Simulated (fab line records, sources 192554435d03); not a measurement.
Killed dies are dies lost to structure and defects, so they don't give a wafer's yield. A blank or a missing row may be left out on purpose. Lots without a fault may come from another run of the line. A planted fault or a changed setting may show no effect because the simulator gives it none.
Split-lot experiment | flow n5_finfet | 7 lots, 21 wafers read, on a route of 1938 steps

THE SPLIT
At N5_BEOL_M2_ILD_DEP_00 (deposits SiOC from DEMS/O2, target thk 79 nm, time 15.3 s), the setting time_s was moved away from the recipe's 15.3 s on 9 of the 21 wafers read, by -13.7% to +14.1%. The other wafers ran this setting at the recipe's value.

The file shows no step between the split and the reading.

THE READING
M2_ILD_THK, in nm, at N5_BEOL_M2_THK_MEAS_01. Fault-free wafers of this fab line usually give 79.2 nm, standard deviation 1.1 nm.

wafer  | tool, chamber at the split | time_s as run, s | against the recipe | M2_ILD_THK, nm | against lot-mates on the recipe
L082.2 | pecvd-04, 0                | 16.94            | +10.7%             | 87.7           | +8.0
L082.3 | pecvd-04, 1                | 15.3             | recipe             | 79.7           | -
L082.5 | pecvd-04, 1                | 16.94            | +10.7%             | 88.5           | +8.8
L083.4 | pecvd-04, 2                | 15.3             | recipe             | 79.7           | -
L083.5 | pecvd-04, 0                | 15.3             | recipe             | 80.5           | -
L083.6 | pecvd-04, 1                | 15.3             | recipe             | 82.4           | -
L084.2 | pecvd-01, 2                | 17.45            | +14.1%             | 89.7           | +10.5
L084.4 | pecvd-01, 1                | 15.3             | recipe             | 79.2           | -
L084.5 | pecvd-01, 0                | 17.45            | +14.1%             | 89.4           | +10.2
L085.2 | pecvd-04, 1                | 13.2             | -13.7%             | 67.7           | -10.7
L085.3 | pecvd-04, 1                | 15.3             | recipe             | 78.4           | -
L085.5 | pecvd-04, 1                | 13.2             | -13.7%             | 68.8           | -9.6
L088.1 | pecvd-04, 1                | 15.3             | recipe             | 78.1           | -
L088.2 | pecvd-04, 0                | 15.3             | recipe             | 78.4           | -
L088.5 | pecvd-04, 2                | 15.3             | recipe             | 78.7           | -
L093.1 | pecvd-04, 2                | 17.35            | +13.4%             | 89.0           | +10.6
L093.3 | pecvd-04, 0                | 15.3             | recipe             | 78.4           | -
L093.4 | pecvd-04, 0                | 17.35            | +13.4%             | 90.3           | +11.9
L096.1 | pecvd-02, 0                | 16.91            | +10.5%             | 87.8           | +6.5
L096.3 | pecvd-02, 1                | 15.3             | recipe             | 80.7           | -
L096.4 | pecvd-02, 1                | 15.3             | recipe             | 81.9           | -

THE FIT
A straight line over all 21 wafers: M2_ILD_THK changes by +0.772 nm for each +1% of time_s; r = +0.98; the points scatter about the line by 1.2 nm.
The same after taking each lot's own level away (the mean of its wafers on the recipe; 21 wafers): +0.759 nm for each +1%; r = +0.99; scatter 0.78 nm.
On that fit, the largest move of time_s shifts the reading by 11 nm.
The lots' own levels span 78.40 to 81.30 nm, that is 2.6 times the standard deviation above.
So the lot-to-lot level changes the slope little: the two slopes agree.
Check: with one of the wafers moved furthest among these (+14.1%) left out of the fit, the line predicts +10.8 nm for it against its lot-mates. It came out at +10.5 nm against them.

OTHER SPLITS ON THESE WAFERS
These wafers also went through other splits before the reading. Each is held against what the fit with the lots' levels taken away leaves over:
other split on the same wafers               | wafers away from the commonest value | r with M2_ILD_THK (lot level and that fit taken away)
N5_MOL_CONTACT_COAG_CONTACT_ETCH_14 source_w | 4                                    | -0.10
N5_MOL_CONTACT_COAG_VIA_ETCH_117 bias_w      | 5                                    | +0.06

THE WHOLE CHAIN: every reading that the file lists as answering this split, in the file's order
step                   | what it does                                              | reading                                                                            | change (the file's fit)               | r (the file's)
N5_BEOL_M2_ILD_DEP_00  | deposits SiOC from DEMS/O2, target thk 79 nm, time 15.3 s | SiOC_of_BEOL_M2_ILD_DEP_00.thk_nm (the simulator's own value, which no gauge read) | +0.744 nm for each +1% of the setting | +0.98
N5_BEOL_M2_THK_MEAS_01 |                                                           | M2_ILD_THK                                                                         | +0.749 for each +1% of the setting    | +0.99

THE FILE'S OWN FIT
M2_ILD_THK changes by +0.749 nm for each +1% of time_s, r = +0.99.
